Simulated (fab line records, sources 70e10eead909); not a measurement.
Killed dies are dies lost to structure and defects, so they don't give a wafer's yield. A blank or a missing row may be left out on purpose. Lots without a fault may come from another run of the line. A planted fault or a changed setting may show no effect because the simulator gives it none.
One fault seen from 3 desks | flow nand_harc | each desk has only its own numbers; what lay behind them comes last

THE METROLOGY DESK
What the gauges read, lot by lot, whatever tool the lot ran on: means of the sampled wafers that have a number. A lot is out of limits, marked OUT, if its mean lies more than 4 standard deviations from the usual mean; the brackets give that distance.
Columns: A = cd_nm at NHARC_A_BLC_CD_MEAS_10, usual 99.5 nm
lot  | first seen here | A
L520 | day 17 07:23    | 99.0
L519 | day 17 11:30    | 99.9
L522 | day 17 16:00    | 99.5
L523 | day 18 14:05    | 100.1
L526 | day 19 02:30    | 99.3
L532 | day 21 05:02    | 102.0
L533 | day 21 14:31    | 102.2
L530 | day 21 15:16    | 101.6
L539 | day 22 16:02    | 98.9
L538 | day 22 16:46    | 100.3
L541 | day 23 01:36    | 98.6
L542 | day 23 15:25    | 98.3
This desk's finding: nothing out of limits on any of the 12 lots.

THE DEFECT DESK
What the inspections along the route counted, lot by lot: means of the sampled wafers that have a number. A lot is out of limits, marked OUT, if its mean lies more than 4 standard deviations from the usual mean; the brackets give that distance.
Columns: A = raw_defect_count at NHARC_A_BLC_INSPECT_12, usual 32
lot  | first seen here | A
L520 | day 17 07:30    | 35
L519 | day 17 11:37    | 18
L522 | day 17 16:08    | 20
L523 | day 18 14:12    | 9
L526 | day 19 02:37    | 43
L532 | day 21 05:09    | 35
L533 | day 21 14:38    | 38
L530 | day 21 15:23    | 36
L539 | day 22 16:10    | 42
L538 | day 22 16:53    | 15
L541 | day 23 01:43    | 39
L542 | day 23 15:33    | 41
This desk's finding: nothing out of limits on any of the 12 lots.

THE TOOL OWNER'S DESK: litho_track-01
The tool's own readings at NHARC_A_BLC_PEB_08 (peb time 65 s): means of the sampled wafers that have a number, for each lot that ran on this tool. A lot is out of limits, marked OUT, if its mean lies more than 4 standard deviations from the usual mean; the brackets give that distance.
Columns: A = chill_plate_temp_C at NHARC_A_BLC_PEB_08, usual 22.97 C; B = exhaust_pa at NHARC_A_BLC_PEB_08, usual 45.0 Pa
lot  | first seen here | A     | B
L520 | day 17 07:18    | 22.86 | 44.2
L523 | day 18 14:00    | 23.03 | 44.6
L526 | day 19 02:25    | 22.78 | 46.0
L532 | day 21 04:57    | 23.01 | 46.1
L533 | day 21 14:26    | 22.86 | 44.2
L530 | day 21 15:11    | 22.95 | 45.2
This desk's finding: nothing out of limits on any of the 6 lots.

PUT TOGETHER
The metrology desk saw nothing out of limits.
The defect desk saw nothing out of limits.
The tool owner's desk saw nothing out of limits.

WHAT THE SIMULATOR HAD PUT IN
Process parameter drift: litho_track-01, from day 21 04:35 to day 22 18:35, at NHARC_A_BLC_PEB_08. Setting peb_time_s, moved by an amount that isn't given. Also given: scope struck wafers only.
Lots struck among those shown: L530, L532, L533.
